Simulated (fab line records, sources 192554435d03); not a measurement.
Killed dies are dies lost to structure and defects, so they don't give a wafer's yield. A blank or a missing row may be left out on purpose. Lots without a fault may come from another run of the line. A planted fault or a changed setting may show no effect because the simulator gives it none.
fab line records | flow n5_finfet
record lots=24 wafers=72 last_day=18
route steps=1938 shown BEOL_M6@1242 BEOL_M7@1266
lots that met no fault: from a run of the same line without faults
start_h: hours from the record's first day to the start of the lot's first wafer shown | wait_h: hours since the lot's step before | " the same as in the row above | L1.1+2: a row that stands for several wafers | - no value, or no start given | * or withheld: withheld | < > ~ a bound
route shown NAME@n: a module of which the file shows steps, and the number in the route of the first | usual: mean/standard deviation of fault-free wafers | same: alike in all rows | chamber/n: place in a boat | sites: the reading at each site | _std_site: their standard deviation | _edge_site: outer sites' mean less inner sites' | radius_mm: how far each site lies from the wafer's centre | mask NAME#n: copy n | behind: the tool/chamber that last shaped the wafer | hold: why the lot was held/for how many hours/how that ended | device: the transistor (n, p or np) that didn't switch | end of line: the same wafers' tests at the end of the route | a step without rows: its recipe alone | killed: dies lost to structure and defects at the first sort, not the wafer's yield | map: a wafer's dies, x killed, . not, _ none there
set.NAME: the setting as run; set.NAME@STEP: as run at that earlier step | model.NAME: the simulator's own value behind a step, which no gauge read
steps of the route over a sample of lots; a table a step, a row a wafer
services: from which hour (start_h, from the record's first day; less than 0 if before it) a tool's chamber was out of use, for how many hours, and why
## steps
# step N5_BEOL_M6_OCD_MEAS_38
# usual trench_depth_nm=93.8/1.9
# columns lot.wafer tool chamber start_h wait_h trench_depth_nm
L075.3 ocd-01 - 181.84 - 90.7
L075.4 " - " " 90.9
L075.6 " - " " 94.2
L074.2 ocd-01 - 197.36 - 96.0
L074.5 " - " " 93.9
L074.6 " - " " 94.5
L076.1 ocd-02 - 198.46 - 91.5
L076.3 " - " " 93.2
L076.5 " - " " 93.5
L077.1 ocd-02 - 199.38 - 93.2
L077.2 " - " " 94.6
L077.3 " - " " 94.2
L078.1 ocd-01 - 209.92 - 93.3
L078.5 " - " " 94.0
L078.6 " - " " 91.3
L079.3 ocd-02 - 213.17 - 92.6
L079.5 " - " " 92.6
L079.6 " - " " 95.9
L080.3 ocd-01 - 221.47 - 93.2
L080.4 " - " " 92.4
L080.6 " - " " 92.9
L081.3 ocd-02 - 225.67 - 95.8
L081.4 " - " " 92.5
L081.5 " - " " 94.2
L082.2 ocd-02 - 226.15 - 93.4
L082.3 " - " " 95.1
L082.6 " - " " 93.2
L083.2 ocd-01 - 230.84 - 92.3
L083.5 " - " " 92.0
L083.6 " - " " 94.3
L084.1 ocd-01 - 243.74 - 93.1
L084.3 " - " " 92.9
L084.5 " - " " 92.2
L085.1 ocd-01 - 249.34 - 96.0
L085.3 " - " " 93.6
L085.4 " - " " 93.5
L086.2 ocd-02 - 258.37 - 92.7
L086.4 " - " " 95.5
L086.5 " - " " 94.6
L087.1 ocd-01 - 280.58 - 91.5
L087.4 " - " " 91.3
L087.5 " - " " 93.2
L089.1 ocd-01 - 284.58 - 94.8
L089.4 " - " " 94.8
L089.6 " - " " 94.1
L088.2 ocd-02 - 284.63 - 95.9
L088.5 " - " " 92.0
L088.6 " - " " 96.0
L090.2 ocd-01 - 288.51 - 92.0
L090.4 " - " " 96.7
L090.5 " - " " 95.1
L091.2 ocd-02 - 290.98 - 93.0
L091.5 " - " " 93.0
L091.6 " - " " 92.9
L093.1 ocd-01 - 301.99 - 92.0
L093.2 " - " " 92.5
L093.6 " - " " 93.7
L094.1 ocd-02 - 307.31 - 94.3
L094.4 " - " " 93.1
L094.5 " - " " 95.1
L092.4 ocd-02 - 307.85 - 96.0
L092.5 " - " " 94.0
L092.6 " - " " 96.1
L095.1 ocd-01 - 314.88 - 93.5
L095.3 " - " " 91.5
L095.4 " - " " 93.9
L096.3 ocd-02 - 323.20 - 96.7
L096.4 " - " " 97.6
L096.6 " - " " 98.0
L097.2 ocd-01 - 325.66 - 96.7
L097.3 " - " " 95.2
L097.5 " - " " 96.0
# step N5_BEOL_M6_SURFACE_TREAT_79
# recipe gas=Ar time_s=* ion_energy_ev=* ion_current_ma_cm2=0.5 pressure_mtorr=* ar_flow_sccm=30
# usual throttle_valve_pct=*
# columns lot.wafer tool chamber start_h wait_h throttle_valve_pct
L075.3 pvd_sputter-01 - 182.84 0.2 *
L075.4 " - " " *
L075.6 " - " " *
L074.2 pvd_sputter-02 - 198.81 0.2 *
L074.5 " - " " *
L074.6 " - " " *
L076.1 pvd_sputter-03 - 199.36 0.2 *
L076.3 " - " " *
L076.5 " - " " *
L077.1 pvd_sputter-01 - 200.28 0.2 *
L077.2 " - " " *
L077.3 " - " " *
L078.1 pvd_sputter-02 - 212.38 1.7 *
L078.5 " - " " *
L078.6 " - " " *
L079.3 pvd_sputter-01 - 214.15 0.2 *
L079.5 " - " " *
L079.6 " - " " *
L080.3 pvd_sputter-01 - 222.37 0.2 *
L080.4 " - " " *
L080.6 " - " " *
L081.3 pvd_sputter-02 - 226.66 0.2 *
L081.4 " - " " *
L081.5 " - " " *
L082.2 pvd_sputter-03 - 227.14 0.2 *
L082.3 " - " " *
L082.6 " - " " *
L083.2 pvd_sputter-03 - 232.36 0.2 *
L083.5 " - " " *
L083.6 " - " " *
L084.1 pvd_sputter-01 - 244.93 0.4 *
L084.3 " - " " *
L084.5 " - " " *
L085.1 pvd_sputter-01 - 251.02 0.3 *
L085.3 " - " " *
L085.4 " - " " *
L086.2 pvd_sputter-01 - 259.93 0.2 *
L086.4 " - " " *
L086.5 " - " " *
L087.1 pvd_sputter-02 - 282.15 0.2 *
L087.4 " - " " *
L087.5 " - " " *
L089.1 pvd_sputter-03 - 285.64 0.2 *
L089.4 " - " " *
L089.6 " - " " *
L088.2 pvd_sputter-02 - 285.67 0.2 *
L088.5 " - " " *
L088.6 " - " " *
L090.2 pvd_sputter-01 - 290.81 1.4 *
L090.4 " - " " *
L090.5 " - " " *
L091.2 pvd_sputter-01 - 293.99 1.5 *
L091.5 " - " " *
L091.6 " - " " *
L093.1 pvd_sputter-01 - 303.37 0.2 *
L093.2 " - " " *
L093.6 " - " " *
L094.1 pvd_sputter-01 - 308.78 0.2 *
L094.4 " - " " *
L094.5 " - " " *
L092.4 pvd_sputter-03 - 308.94 0.2 *
L092.5 " - " " *
L092.6 " - " " *
L095.1 pvd_sputter-03 - 316.11 0.2 *
L095.3 " - " " *
L095.4 " - " " *
L096.3 pvd_sputter-01 - 324.48 0.5 *
L096.4 " - " " *
L096.6 " - " " *
L097.2 pvd_sputter-02 - 326.69 0.2 *
L097.3 " - " " *
L097.5 " - " " *
# step N5_BEOL_M7_PECVD_70
# recipe material=SiO2 target_thk_a=200 temp_c=400 precursor=TEOS/O2 pressure_torr=5.5 rf_w=450 teos_flow_sccm=53.8 gas=O2 flow_sccm=3000 time_s=22.7
# usual heater_power_w=667/59 showerhead_plenum_p_Torr=8.79/0.09 throttle_valve_pct=22.0/0.67
# columns lot.wafer tool chamber start_h wait_h heater_power_w showerhead_plenum_p_Torr throttle_valve_pct
L075.3 pecvd-02 1 184.85 0.0 670 8.66 22.1
L075.4 " 2 " " 629 8.78 21.0
L075.6 " 0 " " 539 8.78 21.6
L074.2 pecvd-03 1 200.61 0.0 780 8.81 23.0
L074.5 " 1 " " 767 8.83 22.9
L074.6 " 2 " " 740 8.86 21.6
L076.1 pecvd-04 0 202.47 0.0 672 8.67 21.6
L076.3 " 2 " " 676 8.85 22.6
L076.5 " 0 " " 670 8.68 21.7
L077.1 pecvd-02 1 202.69 0.0 674 8.68 22.0
L077.2 " 0 " " 630 8.76 21.5
L077.3 " 2 " " 734 8.80 21.3
L078.1 pecvd-04 0 214.31 0.0 609 8.67 21.6
L078.5 " 0 " " 606 8.68 21.8
L078.6 " 2 " " 698 8.87 22.8
L079.3 pecvd-03 1 216.17 0.0 642 8.84 23.1
L079.5 " 2 " " 759 8.87 21.8
L079.6 " 1 " " 636 8.82 23.1
L080.3 pecvd-02 0 224.44 0.0 583 8.76 21.7
L080.4 " 0 " " 583 8.79 21.9
L080.6 " 1 " " 633 8.67 22.4
L081.3 pecvd-02 2 228.92 0.0 749 8.82 21.1
L081.4 " 2 " " 747 8.80 21.1
L081.5 " 1 " " 694 8.66 22.2
L082.2 pecvd-02 0 229.71 0.0 551 8.77 21.3
L082.3 " 2 " " 669 8.82 21.4
L082.6 " 1 " " 670 8.67 22.1
L083.2 pecvd-03 2 234.28 0.0 760 8.91 22.0
L083.5 " 1 " " 722 8.82 23.4
L083.6 " 2 " " 753 8.92 21.7
L084.1 pecvd-04 1 247.23 0.0 727 8.70 23.1
L084.3 " 2 " " 668 8.85 23.0
L084.5 " 2 " " 702 8.88 22.8
L085.1 pecvd-02 0 253.18 0.0 550 8.79 21.3
L085.3 " 2 " " 752 8.81 21.3
L085.4 " 0 " " 553 8.76 21.5
L086.2 pecvd-02 0 262.02 0.0 596 8.79 21.6
L086.4 " 0 " " 601 8.78 21.4
L086.5 " 0 " " 610 8.78 21.7
L087.1 pecvd-04 2 284.05 0.0 657 8.88 23.3
L087.4 " 0 " " 613 8.65 21.4
L087.5 " 2 " " 654 8.86 23.2
L089.1 pecvd-04 1 288.57 0.0 695 8.73 22.6
L089.4 " 2 " " 642 8.86 22.9
L089.6 " 0 " " 644 8.66 21.4
L088.2 pecvd-03 1 288.77 0.0 722 8.81 23.1
L088.5 " 1 " " 727 8.82 23.3
L088.6 " 0 " " 672 8.96 21.8
L090.2 pecvd-04 1 293.09 0.0 645 8.71 23.1
L090.4 " 0 " " 642 8.68 21.4
L090.5 " 2 " " 577 8.86 22.9
L091.2 pecvd-04 2 295.98 0.0 708 8.86 23.1
L091.5 " 2 " " 702 8.86 22.9
L091.6 " 1 " " 620 8.70 22.5
L093.1 pecvd-03 0 305.32 0.0 624 8.94 21.5
L093.2 " 1 " " 696 8.79 23.1
L093.6 " 2 " " 697 8.89 22.0
L094.1 pecvd-03 0 311.58 0.0 643 8.95 21.8
L094.4 " 1 " " 747 8.84 23.1
L094.5 " 0 " " 612 8.94 21.9
L092.4 pecvd-02 1 311.96 0.1 650 8.65 22.4
L092.5 " 0 " " 616 8.75 21.5
L092.6 " 2 " " 696 8.80 21.4
L095.1 pecvd-03 2 318.14 0.0 755 8.88 22.3
L095.3 " 0 " " 620 8.94 21.5
L095.4 " 1 " " 731 8.82 23.0
L096.3 pecvd-02 2 326.92 0.0 742 8.80 21.4
L096.4 " 1 " " 692 8.67 22.3
L096.6 " 0 " " 523 8.76 21.4
L097.2 pecvd-02 1 330.28 0.0 670 8.68 22.1
L097.3 " 0 " " 571 8.77 21.6
L097.5 " 2 " " 613 8.81 21.2
# step N5_BEOL_M7_OVL_MEAS_12
# recipe points_per_wafer=44
# usual M7_OVL=0.1/0.71
# columns lot.wafer tool chamber start_h wait_h M7_OVL[nm]
L075.3 overlay-02 0 185.90 0.0 0.6
L075.4 " 0 " " 0.6
L075.6 " 0 " " 1.0
L074.2 overlay-01 0 201.20 0.0 -0.4
L074.5 " 0 " " 1.2
L074.6 " 0 " " 0.4
L076.1 overlay-02 0 203.45 0.0 -1.1
L076.3 " 0 " " -0.6
L076.5 " 0 " " 0.0
L077.1 overlay-01 0 203.74 0.0 1.3
L077.2 " 0 " " -0.2
L077.3 " 0 " " 0.3
L078.1 overlay-01 0 215.24 0.0 0.2
L078.5 " 0 " " 0.2
L078.6 " 0 " " -0.8
L079.3 overlay-01 0 216.91 0.0 -0.8
L079.5 " 0 " " -1.0
L079.6 " 0 " " 0.7
L080.3 overlay-02 0 226.37 0.0 0.2
L080.4 " 0 " " 0.1
L080.6 " 0 " " 0.7
L081.3 overlay-01 0 229.89 0.0 -0.3
L081.4 " 0 " " -0.4
L081.5 " 0 " " -0.4
L082.2 overlay-01 0 230.30 0.0 0.1
L082.3 " 0 " " -1.4
L082.6 " 0 " " 0.5
L083.2 overlay-01 0 236.06 0.0 -0.7
L083.5 " 0 " " -0.6
L083.6 " 0 " " -0.1
L084.1 overlay-02 0 249.75 0.0 0.1
L084.3 " 0 " " -0.5
L084.5 " 0 " " -1.0
L085.1 overlay-01 0 255.75 0.0 0.7
L085.3 " 0 " " 1.0
L085.4 " 0 " " -0.5
L086.2 overlay-01 0 264.45 0.0 1.3
L086.4 " 0 " " 1.2
L086.5 " 0 " " 0.3
L087.1 overlay-01 0 285.56 0.0 0.6
L087.4 " 0 " " 0.1
L087.5 " 0 " " -0.3
L089.1 overlay-02 0 289.40 0.0 -0.1
L089.4 " 0 " " 0.0
L089.6 " 0 " " 0.1
L088.2 overlay-01 0 289.64 0.0 -0.3
L088.5 " 0 " " -1.6
L088.6 " 0 " " 0.3
L090.2 overlay-01 0 295.11 0.0 1.6
L090.4 " 0 " " 0.3
L090.5 " 0 " " 0.8
L091.2 overlay-02 0 297.97 0.0 -0.7
L091.5 " 0 " " -0.8
L091.6 " 0 " " -1.5
L093.1 overlay-02 0 308.06 0.0 0.7
L093.2 " 0 " " 1.7
L093.6 " 0 " " 1.8
L094.1 overlay-01 0 312.28 0.0 0.1
L094.4 " 0 " " -0.6
L094.5 " 0 " " 0.4
L092.4 overlay-01 0 312.53 0.0 -0.4
L092.5 " 0 " " 0.0
L092.6 " 0 " " 1.4
L095.1 overlay-02 0 320.19 0.0 -0.1
L095.3 " 0 " " 0.6
L095.4 " 0 " " -1.0
L096.3 overlay-01 0 329.17 0.0 -0.5
L096.4 " 0 " " -0.5
L096.6 " 0 " " -0.2
L097.2 overlay-02 0 331.90 0.0 0.9
L097.3 " 0 " " 0.1
L097.5 " 0 " " -0.2
# step N5_BEOL_M7_HM_OPEN_17
# recipe chemistry=Cl2/BCl3 target_depth_a=200 overetch_a=60 target=TiN mask_material=SOC ion_energy_ev=150 pressure_mtorr=10 icp_w=1000 bias_w=126 Cl2_flow_sccm=53.25 bcl3_flow_sccm=21.75 Ar_flow_sccm=25
# usual drypump_motor_current_A=5.7/0.71 oes_product_au=0.71/0.094 throttle_valve_pct=21.98/0.25
# columns lot.wafer tool chamber start_h wait_h drypump_motor_current_A oes_product_au rf_hours_counter_h throttle_valve_pct
L075.3 rie_metal-03 0 186.56 0.1 5.1 0.55 - 21.86
L075.4 " 1 " " 6.8 0.67 - 22.07
L075.6 " 1 " " 6.8 0.68 - 22.06
L074.2 rie_metal-03 1 201.53 0.0 6.8 0.66 45 22.09
L074.5 " 1 " " 6.8 0.67 - 22.09
L074.6 " 0 " " 5.0 0.53 - 21.88
L076.1 rie_metal-03 1 203.79 0.0 6.8 0.67 46 22.08
L076.3 " 1 " " 6.8 0.66 - 22.09
L076.5 " 1 " " 6.7 0.65 - 22.09
L077.1 rie_metal-03 0 204.21 0.0 5.0 0.54 115 21.88
L077.2 " 1 " " 6.8 0.66 46 22.08
L077.3 " 1 " " 6.8 0.66 - 22.08
L078.1 rie_metal-02 1 215.57 0.0 5.2 0.78 7 21.75
L078.5 " 1 " " 5.2 0.77 - 21.75
L078.6 " 1 " " 5.2 0.78 - 21.77
L079.3 rie_metal-03 1 217.27 0.1 6.8 0.65 - 22.09
L079.5 " 1 " " 6.8 0.66 - 22.08
L079.6 " 0 " " 5.0 0.54 - 21.87
L080.3 rie_metal-02 1 226.76 0.1 5.2 0.78 - 21.76
L080.4 " 1 " " 5.2 0.77 - 21.77
L080.6 " 1 " " 5.2 0.78 - 21.75
L081.3 rie_metal-02 1 230.45 0.1 5.2 0.76 - 21.76
L081.4 " 0 " " 5.5 0.86 - 21.77
L081.5 " 0 " " 5.4 0.86 - 21.78
L082.2 rie_metal-03 1 230.94 0.0 6.8 0.66 48 22.10
L082.3 " 1 " " 6.7 0.66 - 22.10
L082.6 " 0 " " 5.1 0.53 - 21.89
L083.2 rie_metal-02 0 236.40 0.0 5.5 0.85 1 21.77
L083.5 " 0 " " 5.5 0.86 - 21.76
L083.6 " 1 " " 5.2 0.76 - 21.75
L084.1 rie_metal-01 1 250.20 0.0 6.5 0.66 49 22.34
L084.3 " 1 " " 6.6 0.66 - 22.36
L084.5 " 1 " " 6.5 0.67 - 22.34
L085.1 rie_metal-02 1 256.08 0.0 5.2 0.75 13 21.77
L085.3 " 1 " " 5.1 0.75 - 21.75
L085.4 " 0 " " 5.5 0.83 - 21.77
L086.2 rie_metal-03 1 264.82 0.1 6.7 0.66 - 22.09
L086.4 " 1 " " 6.8 0.65 - 22.08
L086.5 " 1 " " 6.8 0.66 - 22.10
L087.1 rie_metal-02 1 285.90 0.0 5.1 0.75 15 21.76
L087.4 " 0 " " 5.5 0.82 - 21.78
L087.5 " 1 " " 5.2 0.75 - 21.76
L089.1 rie_metal-01 1 289.76 0.0 6.5 0.64 55 22.37
L089.4 " 1 " " 6.5 0.64 - 22.37
L089.6 " 0 " " 5.1 0.81 - 22.44
L088.2 rie_metal-02 0 289.98 0.0 5.5 0.80 5 21.77
L088.5 " 1 " " 5.2 0.75 - 21.79
L088.6 " 0 " " 5.4 0.80 - 21.79
L090.2 rie_metal-02 0 295.44 0.0 5.5 0.81 6 21.78
L090.4 " 0 " " 5.5 0.79 - 21.78
L090.5 " 0 " " 5.5 0.81 - 21.80
L091.2 rie_metal-01 1 298.31 0.0 6.6 0.64 55 22.38
L091.5 " 1 " " 6.5 0.63 - 22.37
L091.6 " 0 " " 5.1 0.82 - 22.41
L093.1 rie_metal-03 0 308.39 0.0 5.1 0.79 4 21.72
L093.2 " 1 " " 6.7 0.64 57 22.09
L093.6 " 0 " " 5.0 0.78 - 21.70
L094.1 rie_metal-03 0 312.76 0.0 5.1 0.80 4 21.72
L094.4 " 1 " " 6.8 0.65 - 22.11
L094.5 " 0 " " 5.0 0.79 - 21.71
L092.4 rie_metal-02 0 312.92 0.1 5.5 0.80 - 21.80
L092.5 " 0 " " 5.5 0.80 - 21.78
L092.6 " 1 " " 5.1 0.73 - 21.78
L095.1 rie_metal-02 0 320.53 0.0 5.5 0.79 8 21.80
L095.3 " 0 " " 5.5 0.79 - 21.78
L095.4 " 1 " " 5.2 0.74 - 21.79
L096.3 rie_metal-01 0 329.54 0.1 5.1 0.78 - 22.46
L096.4 " 1 " " 6.6 0.63 - 22.40
L096.6 " 1 " " 6.5 0.64 - 22.38
L097.2 rie_metal-01 0 332.24 0.0 5.1 0.79 5 22.44
L097.3 " 1 " " 6.5 0.64 - 22.35
L097.5 " 0 " " 5.1 0.78 - 22.44
# step N5_BEOL_M7_INSPECT_30
# recipe mode=adi inspect_instrument=brightfield
# usual raw_defect_count=401/90
# columns lot.wafer tool chamber start_h wait_h raw_defect_count
L075.3 defect_inspect-01 - 189.76 0.0 343
L075.4 " - " " 282
L075.6 " - " " 229
L074.2 defect_inspect-01 - 202.39 0.0 326
L074.5 " - " " 325
L074.6 " - " " 270
L076.1 defect_inspect-02 - 205.15 0.1 425
L076.3 " - " " 405
L076.5 " - " " 479
L077.1 defect_inspect-02 - 205.19 0.1 369
L077.2 " - " " 316
L077.3 " - " " 445
L079.3 defect_inspect-01 - 219.34 0.0 403
L079.5 " - " " 408
L079.6 " - " " 407
L078.1 defect_inspect-01 - 219.51 0.1 282
L078.5 " - " " 279
L078.6 " - " " 359
L080.3 defect_inspect-01 - 227.65 0.0 433
L080.4 " - " " 346
L080.6 " - " " 294
L081.3 defect_inspect-02 - 231.11 0.0 481
L081.4 " - " " 462
L081.5 " - " " 346
L082.2 defect_inspect-01 - 232.50 0.0 356
L082.3 " - " " 421
L082.6 " - " " 297
L083.2 defect_inspect-02 - 237.03 0.0 478
L083.5 " - " " 381
L083.6 " - " " 402
L084.1 defect_inspect-01 - 251.48 0.1 533
L084.3 " - " " 419
L084.5 " - " " 385
L085.1 defect_inspect-01 - 257.86 0.1 416
L085.3 " - " " 505
L085.4 " - " " 466
L086.2 defect_inspect-01 - 267.19 0.0 613
L086.4 " - " " 456
L086.5 " - " " 608
L087.1 defect_inspect-01 - 287.80 0.1 394
L087.4 " - " " 551
L087.5 " - " " 299
L089.1 defect_inspect-01 - 290.51 0.1 512
L089.4 " - " " 421
L089.6 " - " " 536
L088.2 defect_inspect-01 - 290.75 0.0 345
L088.5 " - " " 259
L088.6 " - " " 216
L090.2 defect_inspect-01 - 297.45 0.0 299
L090.4 " - " " 264
L090.5 " - " " 311
L091.2 defect_inspect-01 - 299.52 0.0 343
L091.5 " - " " 299
L091.6 " - " " 235
L093.1 defect_inspect-02 - 309.09 0.1 477
L093.2 " - " " 421
L093.6 " - " " 434
L094.1 defect_inspect-02 - 314.41 0.1 357
L094.4 " - " " 532
L094.5 " - " " 539
L092.4 defect_inspect-01 - 314.59 0.0 468
L092.5 " - " " 447
L092.6 " - " " 380
L095.1 defect_inspect-02 - 322.86 0.1 507
L095.3 " - " " 489
L095.4 " - " " 374
L096.3 defect_inspect-02 - 330.77 0.0 368
L096.4 " - " " 477
L096.6 " - " " 524
L097.2 defect_inspect-01 - 332.94 0.0 528
L097.3 " - " " 412
L097.5 " - " " 464
## services
# columns tool chamber start_h hours kind
pecvd-02 0 158.88 - calibration
rie_metal-03 1 166.83 4.3 repair
pecvd-02 0 206.64 4.7 repair
rie_metal-02 0 211.95 - clean
rie_metal-02 0 211.95 17.0 scheduled_down
rie_metal-02 0 211.95 17.0 vent_cycle
pecvd-03 - 238.67 4.3 pm
pecvd-02 1 248.81 16.5 scheduled_down
rie_metal-01 0 251.92 - clean
rie_metal-01 0 251.92 19.0 scheduled_down
rie_metal-01 0 251.92 19.0 vent_cycle
pecvd-04 - 254.23 6.0 pm
rie_metal-03 0 257.60 - clean
rie_metal-03 0 257.60 13.7 scheduled_down
rie_metal-03 0 257.60 13.7 vent_cycle
pecvd-02 - 290.07 1.3 repair
pecvd-03 0 294.01 - calibration
rie_metal-02 - 298.13 1.4 pm
pecvd-03 1 298.20 5.5 scheduled_down
rie_metal-02 - 303.05 2.8 pm
pvd_sputter-03 - 309.90 0.8 repair
pecvd-04 - 315.53 0.6 repair
rie_metal-03 0 319.68 5.5 repair
## key
fault none
